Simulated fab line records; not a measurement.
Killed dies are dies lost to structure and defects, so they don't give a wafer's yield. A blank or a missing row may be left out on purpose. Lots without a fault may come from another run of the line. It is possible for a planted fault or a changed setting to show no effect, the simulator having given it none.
Matching of chambers ; flow n5_finfet ; rie_si-04 running N5_FIN_SAQP_ETCH_64: 4 sister chambers
The step etches SiO2 in CF4, target depth 1.5 nm. 16 wafers are shown with their chamber, then 8 later ones without.

== EACH WAFER AND ITS CHAMBER ==
wafer;chamber;drypump_motor_current_A (A);throttle_valve_pct (%);oes_product_au (a.u.)
L079.1;0;6.4;21.21;0.949
L079.4;1;5.4;21.73;0.966
L079.6;0;6.4;21.21;0.962
L084.3;3;6.4;21.64;0.976
L084.5;1;5.4;21.73;0.971
L084.6;0;6.4;21.22;0.964
L086.1;1;5.4;21.73;0.963
L086.2;3;6.4;21.66;0.985
L086.4;0;6.5;21.21;0.956
L088.2;0;6.4;21.21;0.958
L088.3;2;4.9;21.53;0.999
L088.5;1;5.4;21.71;0.969
L091.4;2;4.9;21.53;1.003
L091.5;3;6.4;21.66;0.981
L091.6;0;6.5;21.23;0.967
L093.1;2;4.9;21.53;1.009

SIGNATURES, as means of the wafers listed above
reading;chamber 0;chamber 1;chamber 2;chamber 3;scatter within a chamber
drypump_motor_current_A;6.433;5.400;4.900;6.400;0.0333
throttle_valve_pct;21.2150;21.7250;21.5300;21.6533;0.00874
oes_product_au;0.95933;0.96725;1.00367;0.98067;0.00529
Rule: for a wafer and a chamber, the distance is found by dividing, reading by reading, the gap between the wafer's reading and the chamber's mean by the reading's scatter, squaring, summing and taking the root. The wafer belongs to the nearest chamber; if the next one is less than 2 further off, it can't be placed. The scatter: the root of (the sum of the squares of (reading less its chamber's mean) over the shown wafers, divided by (wafers less chambers)).

== WAFERS MISSING THEIR CHAMBER ==
wafer;drypump_motor_current_A (A);throttle_valve_pct (%);oes_product_au (a.u.)
L093.4;6.4;21.67;0.981
L093.5;6.4;21.22;0.964
L094.2;6.5;21.22;0.960
L094.3;4.9;21.53;0.995
L094.4;5.4;21.53;0.996
L097.1;6.4;21.22;0.956
L097.4;4.9;21.52;0.996
L097.5;6.5;21.23;0.954

== WHICH CHAMBER EACH ONE RAN IN ==
wafer;from the rows above;in truth
L093.4;3;3
L093.5;0;0
L094.2;0;0
L094.3;2;2
L094.4;2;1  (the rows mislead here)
L097.1;0;0
L097.4;2;2
L097.5;0;0
Correct placement for 7 of the 8. Can't be placed from these rows: 0. 1 placed wrongly.
